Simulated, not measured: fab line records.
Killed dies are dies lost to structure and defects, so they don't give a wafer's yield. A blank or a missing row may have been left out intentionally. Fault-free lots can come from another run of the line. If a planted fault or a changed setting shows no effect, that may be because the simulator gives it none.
Matching of chambers :: flow n5-finfet :: rie-diel-05 running N5_BEOL_M3_ETCH_74: 4 sister chambers
The step etches underlayer in N2/H2, target depth 6.5 nm, time 5.2 s. 4 wafers are shown with their chamber, then 9 later ones without.

WAFERS PAIRED WITH THEIR CHAMBERS
wafer: L081.3
chamber: 1
showerhead-plenum-p-Torr (Torr): 2.58

wafer: L082.4
chamber: 0
showerhead-plenum-p-Torr (Torr): 2.52

wafer: L087.3
chamber: 3
showerhead-plenum-p-Torr (Torr): 2.72

wafer: L087.5
chamber: 2
showerhead-plenum-p-Torr (Torr): 2.52

WAFERS MISSING THEIR CHAMBER
wafer: L089.1
showerhead-plenum-p-Torr (Torr): 2.51

wafer: L089.3
showerhead-plenum-p-Torr (Torr): 2.72

wafer: L089.5
showerhead-plenum-p-Torr (Torr): 2.58

wafer: L091.1
showerhead-plenum-p-Torr (Torr): 2.52

wafer: L091.4
showerhead-plenum-p-Torr (Torr): 2.72

wafer: L091.5
showerhead-plenum-p-Torr (Torr): 2.58

wafer: L097.2
showerhead-plenum-p-Torr (Torr): 2.57

wafer: L097.3
showerhead-plenum-p-Torr (Torr): 2.51

wafer: L097.6
showerhead-plenum-p-Torr (Torr): 2.52

WHICH CHAMBER EACH ONE RAN IN
wafer: L089.1
from the rows above: can't be placed: 0 or 2
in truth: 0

wafer: L089.3
from the rows above: 3
in truth: 3

wafer: L089.5
from the rows above: 1
in truth: 1

wafer: L091.1
from the rows above: can't be placed: 0 or 2
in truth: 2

wafer: L091.4
from the rows above: 3
in truth: 3

wafer: L091.5
from the rows above: 1
in truth: 1

wafer: L097.2
from the rows above: 1
in truth: 1

wafer: L097.3
from the rows above: can't be placed: 0 or 2
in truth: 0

wafer: L097.6
from the rows above: can't be placed: 0 or 2
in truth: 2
5 of 9 placed correctly. Unplaceable from these rows: 4, with the true chamber sitting among the candidates in 4. Wrongly placed: 0.
How it was worked out, from the rows above alone: a wafer's distance from a chamber is the root of the sum, over the readings, of the square of ((its reading less the chamber's mean) divided by the reading's scatter). If the next closest chamber is less than 2 further off than the closest, the wafer can't be placed; otherwise it belongs to the closest. A chamber's mean is the mean of its shown wafers. The scatter (one wafer shown for each chamber): square how far every hidden wafer sits from the nearest shown wafer, average those squares and take the square root.
